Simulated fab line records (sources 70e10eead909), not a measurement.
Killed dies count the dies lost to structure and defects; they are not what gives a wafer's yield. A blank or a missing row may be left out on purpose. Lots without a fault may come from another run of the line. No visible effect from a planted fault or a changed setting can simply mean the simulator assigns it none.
Which of the tools did it?    flow nandHarc    24 lots, 72 wafers sampled, at 6 steps of a route of 1302

== WHAT THE GAUGES SHOWED, per wafer ==
No reading from a measuring or inspecting step in the record can be judged against a usual standard deviation.

== WHICH TOOL RAN EACH LOT (tool, then ch and the chambers of the sampled wafers, then the start) ==
lot   NHARC_A_CHANNEL_HOLE_D2_ETCH_39               NHARC_A_CHANNEL_FILL_D2_ALD_15                NHARC_A_CHANNEL_FILL_D2_ETCHBACK_19  NHARC_A_CHANNEL_FILL_D2_ETCHBACK_08           NHARC_A_STAIRCASE_DEP_156        NHARC_A_STAIRCASE_STRIP_171
L074  rieDiel-04 ch 1,2, day 14 15:42 or earlier    aldSinBatch-02 ch 0, day 14 15:42 or earlier  rieSi-03 ch 0,2, day 14 15:42        rieDiel-10 ch 0,1,2, day 15 21:56 or earlier  pecvd-02 ch 0,2, day 15 21:56    plasmaAsher-01 ch 0,1, day 15 23:13
L075  rieDiel-05 ch 1,3, day 14 15:43 or earlier    aldSinBatch-02 ch 0, day 14 15:43 or earlier  rieSi-05 ch 0,1,3, day 14 15:43      rieDiel-02 ch 2,3, day 15 17:38 or earlier    pecvd-03 ch 1,2, day 15 17:38    plasmaAsher-01 ch 0,1, day 15 18:58
L076  rieDiel-05 ch 1,2,3, day 15 12:39 or earlier  aldSinBatch-01 ch 0, day 15 12:39 or earlier  rieSi-05 ch 1,2, day 15 12:39        rieDiel-12 ch 2,3, day 16 13:02 or earlier    pecvd-02 ch 0,1, day 16 13:02    plasmaAsher-02 ch 0,1, day 16 14:18
L077  rieDiel-08 ch 2,3, day 15 16:32 or earlier    aldSinBatch-03 ch 0, day 15 16:32 or earlier  rieSi-03 ch 1,2, day 15 16:32        rieDiel-12 ch 2,3, day 16 20:48 or earlier    pecvd-03 ch 0,2, day 16 20:48    plasmaAsher-01 ch 0, day 16 21:58
L079  rieDiel-05 ch 0,2,3, day 16 08:11 or earlier  aldSinBatch-01 ch 0, day 16 08:11 or earlier  rieSi-01 ch 0,1, day 16 08:11        rieDiel-10 ch 0,1,2, day 17 08:22 or earlier  pecvd-02 ch 0,1, day 17 08:22    plasmaAsher-01 ch 0,1, day 17 09:46
L078  rieDiel-08 ch 0,1, day 15 18:02 or earlier    aldSinBatch-01 ch 0, day 15 18:02             rieSi-03 ch 1,2,3, day 16 08:13      rieDiel-12 ch 1,2,3, day 17 08:16 or earlier  pecvd-01 ch 0,1,2, day 17 08:16  plasmaAsher-02 ch 0,1, day 17 09:35
L080  rieDiel-04 ch 0,1,2, day 17 15:52 or earlier  aldSinBatch-02 ch 0, day 17 15:52 or earlier  rieSi-05 ch 0,2,3, day 17 15:52      rieDiel-02 ch 1,2,3, day 18 15:55 or earlier  pecvd-01 ch 1,2, day 18 15:55    plasmaAsher-01 ch 0,1, day 18 17:22
L081  rieDiel-08 ch 1,2,3, day 17 15:53 or earlier  aldSinBatch-02 ch 0, day 17 15:53 or earlier  rieSi-01 ch 1,2,3, day 17 15:53      rieDiel-12 ch 2,3, day 18 15:54 or earlier    pecvd-03 ch 1,2, day 18 15:54    plasmaAsher-02 ch 0,1, day 18 17:15
L082  rieDiel-05 ch 1,2, day 18 04:09 or earlier    aldSinBatch-02 ch 0, day 18 04:09 or earlier  rieSi-01 ch 1,2,3, day 18 04:09      rieDiel-12 ch 0,1, day 19 04:10 or earlier    pecvd-02 ch 0,1,2, day 19 04:10  plasmaAsher-01 ch 0,1, day 19 05:35
L083  rieDiel-05 ch 0,2,3, day 18 12:40 or earlier  aldSinBatch-02 ch 0, day 18 12:40 or earlier  rieSi-03 ch 0,2,3, day 18 12:40      rieDiel-02 ch 1,2,3, day 19 14:02 or earlier  pecvd-03 ch 0,1,2, day 19 14:02  plasmaAsher-01 ch 0,1, day 19 15:20
L084  rieDiel-04 ch 2,3, day 19 00:25 or earlier    aldSinBatch-02 ch 0, day 19 00:25 or earlier  rieSi-01 ch 1,2,3, day 19 00:25      rieDiel-10 ch 0,1, day 20 00:53 or earlier    pecvd-01 ch 0,2, day 20 00:53    plasmaAsher-01 ch 0, day 20 02:02
L085  rieDiel-05 ch 1,2,3, day 19 04:21 or earlier  aldSinBatch-02 ch 0, day 19 04:21 or earlier  rieSi-03 ch 0,1,2, day 19 04:21      rieDiel-10 ch 0,1,2, day 20 06:09 or earlier  pecvd-03 ch 0,1,2, day 20 06:09  plasmaAsher-02 ch 0,1, day 20 07:20
L086  rieDiel-05 ch 0,1,3, day 19 10:31 or earlier  aldSinBatch-02 ch 0, day 19 10:31 or earlier  rieSi-01 ch 0,1,3, day 19 10:31      rieDiel-10 ch 2,3, day 20 10:40 or earlier    pecvd-03 ch 1,2, day 20 10:40    plasmaAsher-02 ch 0,1, day 20 12:01
L088  rieDiel-05 ch 1,2,3, day 20 11:48 or earlier  aldSinBatch-02 ch 0, day 20 11:48 or earlier  rieSi-03 ch 0,1, day 20 11:48        rieDiel-12 ch 1,2, day 21 11:56 or earlier    pecvd-03 ch 0,1,2, day 21 11:56  plasmaAsher-02 ch 0,1, day 21 13:17
L089  rieDiel-08 ch 0,2,3, day 20 11:48 or earlier  aldSinBatch-02 ch 0, day 20 11:48 or earlier  rieSi-05 ch 0,2,3, day 20 11:48      rieDiel-10 ch 0,1,2, day 21 11:53 or earlier  pecvd-02 ch 0,1,2, day 21 11:53  plasmaAsher-01 ch 0,1, day 21 13:02
L087  rieDiel-05 ch 1,2, day 21 00:02 or earlier    aldSinBatch-02 ch 0, day 21 00:02 or earlier  rieSi-03 ch 0,1,3, day 21 00:02      rieDiel-10 ch 0,1,2, day 22 02:01 or earlier  pecvd-03 ch 1,2, day 22 02:01    plasmaAsher-02 ch 0,1, day 22 03:19
L090  rieDiel-05 ch 0,3, day 21 08:36 or earlier    aldSinBatch-03 ch 0, day 21 08:36 or earlier  rieSi-01 ch 0,3, day 21 08:36        rieDiel-10 ch 1,2,3, day 22 08:47 or earlier  pecvd-01 ch 0,1, day 22 08:47    plasmaAsher-02 ch 0,1, day 22 09:57
L091  rieDiel-08 ch 0,3, day 21 13:40 or earlier    aldSinBatch-01 ch 0, day 21 13:40 or earlier  rieSi-05 ch 0,2,3, day 21 13:40      rieDiel-12 ch 1,2,3, day 22 16:36 or earlier  pecvd-01 ch 0,2, day 22 16:36    plasmaAsher-02 ch 0,1, day 22 21:05
L092  rieDiel-04 ch 0,1, day 22 05:17 or earlier    aldSinBatch-01 ch 0, day 22 05:17 or earlier  rieSi-01 ch 0,1, day 22 05:17        rieDiel-12 ch 0,1,3, day 23 05:00 or earlier  pecvd-02 ch 0,1,2, day 23 05:00  plasmaAsher-02 ch 0,1, day 23 06:19
L093  rieDiel-04 ch 1,3, day 22 23:43 or earlier    aldSinBatch-02 ch 0, day 22 23:43 or earlier  rieSi-03 ch 1,3, day 22 23:43        rieDiel-02 ch 0,1,3, day 24 01:40 or earlier  pecvd-02 ch 1,2, day 24 01:40    plasmaAsher-02 ch 0,1, day 24 02:58
L094  rieDiel-05 ch 1,2,3, day 22 23:43 or earlier  aldSinBatch-02 ch 0, day 22 23:43 or earlier  rieSi-05 ch 0,1, day 22 23:43        rieDiel-10 ch 2,3, day 24 01:52 or earlier    pecvd-02 ch 0,1, day 24 01:52    plasmaAsher-01 ch 0,1, day 24 03:06
L095  rieDiel-05 ch 1,2, day 23 08:11 or earlier    aldSinBatch-02 ch 0, day 23 08:11 or earlier  rieSi-05 ch 0,3, day 23 08:11        rieDiel-10 ch 0,1,2, day 24 08:05 or earlier  pecvd-02 ch 0,1, day 24 08:05    plasmaAsher-02 ch 0,1, day 24 09:32
L096  rieDiel-08 ch 0,2,3, day 23 22:11 or earlier  aldSinBatch-03 ch 0, day 23 22:11 or earlier  rieSi-05 ch 0,1, day 23 22:11        rieDiel-10 ch 0,1,2, day 24 22:16 or earlier  pecvd-03 ch 0,2, day 24 22:16    plasmaAsher-02 ch 0,1, day 24 23:46
L097  rieDiel-05 ch 0,2,3, day 23 22:11 or earlier  aldSinBatch-03 ch 0, day 23 22:11 or earlier  rieSi-03 ch 0,2,3, day 23 22:11      rieDiel-12 ch 1,2,3, day 24 22:10 or earlier  pecvd-01 ch 0,1,2, day 24 22:10  plasmaAsher-01 ch 0,1, day 24 23:21
- NHARC_A_CHANNEL_HOLE_D2_ETCH_39: etches the open film in N2/H2, target depth 260 nm, time 325 s.
- NHARC_A_CHANNEL_FILL_D2_ALD_15: deposits SiNx, target thk 2 nm, pulse time 60 s, ald cycles 19.
- NHARC_A_CHANNEL_FILL_D2_ETCHBACK_19: etches the open film in HBr/Cl2, target depth 5 nm, time 1.7 s.
- NHARC_A_CHANNEL_FILL_D2_ETCHBACK_08: etches the open film in C4F8, target depth 220 nm, time 110 s.
- NHARC_A_STAIRCASE_DEP_156: deposits SiNx, target thk 50 nm.
- NHARC_A_STAIRCASE_STRIP_171: strips in O2.

== WHAT THE TOOLS THEMSELVES READ (means of the sampled wafers that have a number; where no wafer has one, the mark that the record gives instead) ==
NHARC_A_CHANNEL_HOLE_D2_ETCH_39.
lot   tool        drypumpMotorCurrentA (A)  oesProductAu (a.u.)  rfVppV (V)  showerheadPlenumPTorr (Torr)  throttleValvePct (%)
L074  rieDiel-04  5.5                       1.015                430.6       2.04                          14.175
L075  rieDiel-05  5.2                       0.990                430.4       2.06                          14.176
L076  rieDiel-05  5.4                       1.005                428.4       1.98                          14.174
L077  rieDiel-08  5.3                       0.998                430.7       2.00                          14.164
L079  rieDiel-05  5.8                       1.008                428.7       1.96                          14.167
L078  rieDiel-08  6.0                       0.993                429.5       2.00                          14.178
L080  rieDiel-04  5.4                       1.007                432.0       2.08                          14.169
L081  rieDiel-08  5.5                       1.000                430.0       2.01                          14.172
L082  rieDiel-05  5.5                       1.007                428.5       1.97                          14.170
L083  rieDiel-05  5.8                       0.998                428.0       1.96                          14.165
L084  rieDiel-04  5.5                       1.005                430.7       2.04                          14.172
L085  rieDiel-05  5.4                       1.001                429.3       1.98                          14.166
L086  rieDiel-05  5.6                       1.009                431.0       2.04                          14.170
L088  rieDiel-05  5.4                       1.007                429.7       1.98                          14.177
L089  rieDiel-08  5.3                       1.008                428.7       1.96                          14.172
L087  rieDiel-05  5.3                       0.996                430.9       2.04                          14.171
L090  rieDiel-05  6.0                       0.998                430.0       2.03                          14.169
L091  rieDiel-08  5.6                       1.003                429.1       1.98                          14.172
L092  rieDiel-04  5.3                       1.000                432.2       2.12                          14.170
L093  rieDiel-04  5.8                       1.006                432.3       2.11                          14.174
L094  rieDiel-05  5.4                       1.000                428.8       1.98                          14.182
L095  rieDiel-05  5.5                       1.001                427.9       1.97                          14.172
L096  rieDiel-08  5.3                       1.000                426.8       1.95                          14.177
L097  rieDiel-05  5.8                       0.994                429.0       1.96                          14.175

NHARC_A_CHANNEL_FILL_D2_ALD_15.
lot   tool            precursorPulseHeightRel
L074  aldSinBatch-02  1.018
L075  aldSinBatch-02  1.001
L076  aldSinBatch-01  1.009
L077  aldSinBatch-03  1.008
L079  aldSinBatch-01  1.010
L078  aldSinBatch-01  0.981
L080  aldSinBatch-02  1.008
L081  aldSinBatch-02  1.002
L082  aldSinBatch-02  1.016
L083  aldSinBatch-02  0.997
L084  aldSinBatch-02  0.993
L085  aldSinBatch-02  1.001
L086  aldSinBatch-02  1.003
L088  aldSinBatch-02  1.006
L089  aldSinBatch-02  1.005
L087  aldSinBatch-02  0.988
L090  aldSinBatch-03  1.026
L091  aldSinBatch-01  1.012
L092  aldSinBatch-01  0.995
L093  aldSinBatch-02  1.007
L094  aldSinBatch-02  1.021
L095  aldSinBatch-02  0.998
L096  aldSinBatch-03  0.988
L097  aldSinBatch-03  1.001

NHARC_A_CHANNEL_FILL_D2_ETCHBACK_19.
lot   tool      drypumpMotorCurrentA (A)  oesProductAu (a.u.)  throttleValvePct (%)
L074  rieSi-03  5.6                       1.006                26.417
L075  rieSi-05  5.8                       1.006                26.409
L076  rieSi-05  5.8                       0.998                26.400
L077  rieSi-03  5.2                       0.996                26.403
L079  rieSi-01  6.1                       1.008                26.411
L078  rieSi-03  5.2                       0.997                26.402
L080  rieSi-05  5.7                       1.016                26.406
L081  rieSi-01  6.0                       0.996                26.400
L082  rieSi-01  6.0                       0.989                26.402
L083  rieSi-03  5.5                       0.994                26.409
L084  rieSi-01  6.0                       0.992                26.407
L085  rieSi-03  5.7                       1.001                26.395
L086  rieSi-01  6.0                       0.992                26.403
L088  rieSi-03  5.9                       0.990                26.408
L089  rieSi-05  5.7                       1.009                26.408
L087  rieSi-03  5.6                       0.995                26.411
L090  rieSi-01  5.9                       0.999                26.389
L091  rieSi-05  5.8                       1.002                26.409
L092  rieSi-01  6.1                       0.994                26.400
L093  rieSi-03  5.1                       0.989                26.405
L094  rieSi-05  5.7                       0.999                26.406
L095  rieSi-05  5.7                       1.009                26.399
L096  rieSi-05  5.7                       1.002                26.399
L097  rieSi-03  5.5                       0.998                26.407

NHARC_A_CHANNEL_FILL_D2_ETCHBACK_08.
lot   tool        oesProductAu (a.u.)  rfVppV (V)
L074  rieDiel-10  0.92                 439.9
L075  rieDiel-02  0.98                 438.5
L076  rieDiel-12  0.92                 444.8
L077  rieDiel-12  0.91                 444.0
L079  rieDiel-10  0.96                 440.7
L078  rieDiel-12  1.00                 445.1
L080  rieDiel-02  0.99                 439.5
L081  rieDiel-12  0.99                 445.1
L082  rieDiel-12  0.92                 444.1
L083  rieDiel-02  0.99                 439.2
L084  rieDiel-10  1.01                 439.7
L085  rieDiel-10  0.94                 440.2
L086  rieDiel-10  0.99                 442.3
L088  rieDiel-12  0.99                 444.6
L089  rieDiel-10  1.01                 439.8
L087  rieDiel-10  1.02                 439.8
L090  rieDiel-10  0.94                 441.7
L091  rieDiel-12  0.94                 445.0
L092  rieDiel-12  1.01                 444.9
L093  rieDiel-02  0.92                 440.9
L094  rieDiel-10  0.95                 443.9
L095  rieDiel-10  0.95                 440.5
L096  rieDiel-10  1.01                 440.7
L097  rieDiel-12  1.02                 444.1

NHARC_A_STAIRCASE_DEP_156.
lot   tool      heaterPowerOuterW (W)  heaterPowerW (W)
L074  pecvd-02  428                    729
L075  pecvd-03  488                    794
L076  pecvd-02  446                    713
L077  pecvd-03  384                    731
L079  pecvd-02  482                    810
L078  pecvd-01  414                    699
L080  pecvd-01  431                    719
L081  pecvd-03  490                    801
L082  pecvd-02  398                    653
L083  pecvd-03  369                    680
L084  pecvd-01  420                    706
L085  pecvd-03  424                    750
L086  pecvd-03  450                    752
L088  pecvd-03  410                    738
L089  pecvd-02  394                    653
L087  pecvd-03  493                    803
L090  pecvd-01  421                    713
L091  pecvd-01  481                    791
L092  pecvd-02  418                    694
L093  pecvd-02  436                    697
L094  pecvd-02  464                    739
L095  pecvd-02  468                    723
L096  pecvd-03  385                    715
L097  pecvd-01  428                    713

NHARC_A_STAIRCASE_STRIP_171.
lot   tool            drypumpMotorCurrentA (A)  heaterPowerW (W)
L074  plasmaAsher-01  5.1                       365
L075  plasmaAsher-01  5.1                       365
L076  plasmaAsher-02  5.9                       343
L077  plasmaAsher-01  5.2                       371
L079  plasmaAsher-01  5.1                       366
L078  plasmaAsher-02  5.9                       344
L080  plasmaAsher-01  4.9                       363
L081  plasmaAsher-02  5.9                       343
L082  plasmaAsher-01  5.1                       362
L083  plasmaAsher-01  4.9                       356
L084  plasmaAsher-01  5.2                       374
L085  plasmaAsher-02  5.9                       351
L086  plasmaAsher-02  5.9                       373
L088  plasmaAsher-02  5.9                       373
L089  plasmaAsher-01  4.9                       356
L087  plasmaAsher-02  5.8                       365
L090  plasmaAsher-02  5.9                       349
L091  plasmaAsher-02  5.9                       371
L092  plasmaAsher-02  5.9                       371
L093  plasmaAsher-02  5.9                       353
L094  plasmaAsher-01  4.9                       352
L095  plasmaAsher-02  5.9                       352
L096  plasmaAsher-02  5.9                       357
L097  plasmaAsher-01  5.1                       355

== THE ANSWER, worked out from the rows above alone ==
Rule: the usual values come from the lots themselves. Put in order of their means at a reading, lots are off if they are a third of the lots or fewer, leave a main group of 4 or more, and stand apart from it by a gap of 3 or more times the standard deviation of the main group's means; of several such gaps the widest counts. A main group whose means are all the same, to the digits that the tables above print for the reading, isn't used. Also off: a lot with no number at a reading for which 4 or more lots have one. Where the step has rows for the other lots, those lots are counted as sound. After the gauges, taken in route order, come the tools' own readings; for these a lot's mean is taken, as printed above. The first step at which some lot is off is used, and at that step the reading that is off furthest; a lot without a number counts as furthest.
None of the lots is off at any reading shown; this tells nothing.

== WHAT THE SIMULATOR HAD PUT IN ==
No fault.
